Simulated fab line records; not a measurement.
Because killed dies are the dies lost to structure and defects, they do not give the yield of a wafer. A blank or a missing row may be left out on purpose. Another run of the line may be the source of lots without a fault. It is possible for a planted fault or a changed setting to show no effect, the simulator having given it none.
Split-lot study -- flow n5 finfet -- 21 wafers read across 7 lots, on a route 1938 steps long

== ON THE SPLIT ==
At N5_BEOL_M4_TRENCH_ETCH_37 (etches SiOC in C4F6/O2, target depth 55.555 nm, time 29.2 s), the setting time s was moved away from the recipe's 29.2 s on 6 of the 21 wafers read, by -12.5% to +14.7%. The other wafers ran this setting at the recipe's value.

== FROM THE SPLIT TO THE READING: what the file shows between them, 2 steps ==
- N5_BEOL_M4_ETCH_41: etches SiCN in CH3F/O2, target depth 29.9 nm, time 52.5 s
- N5_BEOL_M4_STRIP_97: strips in N2/H2, time 10 s

== THE READING ==
trench depth nm, in nm, at N5_BEOL_M4_OCD_MEAS_38. On this fab line, fault-free wafers typically give 55.1 nm with a standard deviation of 0.91 nm.

wafer,"tool, chamber at the split","time s as run, s",against the recipe,"trench depth nm, nm",against lot-mates on the recipe
L074.1,"rie diel-03, 2",29.2,recipe,54.6,-
L074.2,"rie diel-03, 3",29.2,recipe,55.5,-
L074.5,"rie diel-03, 3",26.17,-10.4%,49.5,-5.5
L075.1,"rie diel-01, 2",29.2,recipe,55.7,-
L075.2,"rie diel-01, 3",29.2,recipe,55.5,-
L075.3,"rie diel-01, 1",29.2,recipe,53.6,-
L077.1,"rie diel-05, 1",29.2,recipe,55.4,-
L077.3,"rie diel-05, 3",29.2,recipe,54.7,-
L077.5,"rie diel-05, 0",29.2,recipe,53.3,-
L080.1,"rie diel-01, 2",25.54,-12.5%,48.4,-6.9
L080.2,"rie diel-01, 0",25.54,-12.5%,49.1,-6.2
L080.6,"rie diel-01, 2",29.2,recipe,55.3,-
L088.1,"rie diel-03, 3",33.49,+14.7%,64.4,+9.2
L088.2,"rie diel-03, 2",29.2,recipe,54.5,-
L088.4,"rie diel-03, 0",29.2,recipe,56.0,-
L092.1,"rie diel-05, 3",26.04,-10.8%,49.7,-5.5
L092.2,"rie diel-05, 2",26.04,-10.8%,48.5,-6.7
L092.3,"rie diel-05, 1",29.2,recipe,55.2,-
L093.1,"rie diel-03, 1",29.2,recipe,54.3,-
L093.2,"rie diel-03, 2",29.2,recipe,53.9,-
L093.5,"rie diel-03, 2",29.2,recipe,53.2,-

THE FIT
A straight line over all 21 wafers: trench depth nm changes by +0.546 nm for each +1% of time s; r = +0.97; the points scatter about the line by 0.92 nm.
The same after taking each lot's own level away (the mean of its wafers on the recipe; 21 wafers): +0.565 nm for each +1%; r = +0.98; scatter 0.7 nm.
On that fit, the largest move of time s shifts the reading by 8.3 nm.
Across the lots, their own levels run from 53.80 to 55.30 nm, a range of 1.6 times the standard deviation given above.
Hence the lot-to-lot level has little effect on the slope; both slopes agree.
Check: for one of the wafers moved furthest among these (+14.7%), held out of the fit, the line's prediction against its lot-mates is +7.91 nm. It came out at +9.15 nm against them.

== OTHER SPLITS ON THESE WAFERS ==
These wafers also went through other splits before the reading. Each is held against what the fit with the lots' levels taken away leaves over:
other split on the same wafers,wafers away from the commonest value,r with trench depth nm (lot level and that fit taken away)
N5_BEOL_M0_SAQP_ETCH_73 cf4 flow sccm,3,-0.04
N5_BEOL_M3_COAT_67 spin rpm,4,-0.08
N5_BEOL_M3_COAT_22 spin rpm,6,+0.00
N5_BEOL_M4_HM_DEP_02 target thk a,7,+0.22

== THE WHOLE CHAIN: every reading that the file lists as answering this split, in the file's order ==
step,what it does,reading,change (the file's fit),r (the file's)
N5_BEOL_M4_TRENCH_ETCH_37,"etches SiOC in C4F6/O2, target depth 55.555 nm, time 29.2 s","BEOL_M4.feature depth nm (the simulator's own value, which no gauge read)",+0.569 nm for each +1% of the setting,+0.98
N5_BEOL_M4_TRENCH_ETCH_37,"etches SiOC in C4F6/O2, target depth 55.555 nm, time 29.2 s","etch.depth nm (the simulator's own value, which no gauge read)",+0.567 nm for each +1% of the setting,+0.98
N5_BEOL_M4_OCD_MEAS_38,,trench depth nm,+0.566 nm for each +1% of the setting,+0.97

== FILE'S OWN FIT ==
trench depth nm changes by +0.566 nm for each +1% of time s, r = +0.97.
